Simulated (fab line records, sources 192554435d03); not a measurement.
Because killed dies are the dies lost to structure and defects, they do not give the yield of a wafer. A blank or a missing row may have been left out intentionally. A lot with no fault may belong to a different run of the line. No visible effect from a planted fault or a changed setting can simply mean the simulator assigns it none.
Split-lot study | flow n5_finfet | 21 wafers read from 7 lots, route of 1938 steps

ON THE SPLIT
At N5_BEOL_M10_COAT_64 (time 60 s, resist thk 30 nm), the setting spin_rpm was moved away from the recipe's 1500 rpm on 7 of the 21 wafers read, by -10.0% to +9.2%. This setting was run at the recipe's value on the other wafers.

The split's own step is where the reading is taken.

THE READING
SiARC_of_BEOL_M10_COAT_64.thk_nm (the simulator's own value, which no gauge read), in nm, at N5_BEOL_M10_COAT_64 (time 60 s, resist thk 30 nm). The file does not state a usual value for it. The 14 wafers here that ran the recipe average 30.0 nm, standard deviation 0.091 nm.

wafer  | tool, chamber at the split | spin_rpm as run, rpm | against the recipe | SiARC_of_BEOL_M10_COAT_64.thk_nm, nm | against lot-mates on the recipe
L076.1 | litho_track-03, 0          | 1422                 | -5.2%              | 30.8                                 | +0.8
L076.5 | litho_track-03, 0          | 1422                 | -5.2%              | 30.8                                 | +0.8
L076.2 | litho_track-03, 0          | 1500                 | recipe             | 30                                   | -
L078.1 | litho_track-05, 0          | 1500                 | recipe             | 30                                   | -
L078.3 | litho_track-05, 0          | 1638                 | +9.2%              | 28.8                                 | -1.2
L078.6 | litho_track-05, 0          | 1638                 | +9.2%              | 28.8                                 | -1.2
L081.1 | litho_track-03, 0          | 1500                 | recipe             | 30                                   | -
L081.4 | litho_track-03, 0          | 1500                 | recipe             | 30                                   | -
L081.5 | litho_track-03, 0          | 1500                 | recipe             | 30                                   | -
L086.1 | litho_track-04, 0          | 1500                 | recipe             | 30                                   | -
L086.3 | litho_track-04, 0          | 1500                 | recipe             | 30                                   | -
L086.6 | litho_track-04, 0          | 1500                 | recipe             | 29.8                                 | -
L093.1 | litho_track-03, 0          | 1500                 | recipe             | 30.2                                 | -
L093.5 | litho_track-03, 0          | 1500                 | recipe             | 30.2                                 | -
L093.6 | litho_track-03, 0          | 1500                 | recipe             | 30                                   | -
L094.1 | litho_track-05, 0          | 1500                 | recipe             | 30                                   | -
L094.2 | litho_track-05, 0          | 1500                 | recipe             | 30                                   | -
L094.6 | litho_track-05, 0          | 1420                 | -5.3%              | 31                                   | +1.0
L095.2 | litho_track-04, 0          | 1500                 | recipe             | 30                                   | -
L095.3 | litho_track-04, 0          | 1350                 | -10.0%             | 31.6                                 | +1.6
L095.4 | litho_track-04, 0          | 1350                 | -10.0%             | 31.6                                 | +1.6

FIT RESULTS
A straight line over all 21 wafers: SiARC_of_BEOL_M10_COAT_64.thk_nm changes by -0.148 nm for each +1% of spin_rpm; r = -0.99; the points scatter about the line by 0.1 nm.
The same after taking each lot's own level away (the mean of its wafers on the recipe; 21 wafers): -0.148 nm for each +1%; r = -0.99; scatter 0.088 nm.
According to that fit, moving spin_rpm by its largest amount changes the reading by 1.5 nm.
From 29.93 to 30.13 nm: that is the span of the lots' own levels, equal to 2.2 times the standard deviation above.
Consequently the slope shifts little with the lot-to-lot level, the two slopes agreeing.
Check: +1.5 nm against its lot-mates is what the line predicts for one of the wafers moved furthest among these (-10.0%) when that wafer is left out of the fit. Against them it came out at +1.6 nm.

ADDITIONAL SPLITS CARRIED BY THESE WAFERS
Before the reading, these wafers also passed through other splits. Each is held against what the fit with the lots' levels taken away leaves over:
other split on the same wafers   | wafers away from the commonest value | r with SiARC_of_BEOL_M10_COAT_64.thk_nm (lot level and that fit taken away)
N5_BEOL_M6_TRENCH_ETCH_37 time_s | 6                                    | +0.39
N5_BEOL_M7_COAT_71 spin_rpm      | 8                                    | +0.29
N5_BEOL_M7_DESCUM_33 time_s      | 8                                    | -0.18
N5_BEOL_M8_COAT_71 spin_rpm      | 11                                   | -0.23
N5_BEOL_M8_COAT_22 spin_rpm      | 8                                    | +0.00
N5_BEOL_M9_COAT_05 spin_rpm      | 7                                    | +0.32
N5_BEOL_M9_DESCUM_16 time_s      | 3                                    | +0.13

THE FILE'S OWN FIT
SiARC_of_BEOL_M10_COAT_64.thk_nm changes by -0.152 nm for each +1% of spin_rpm, r = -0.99.
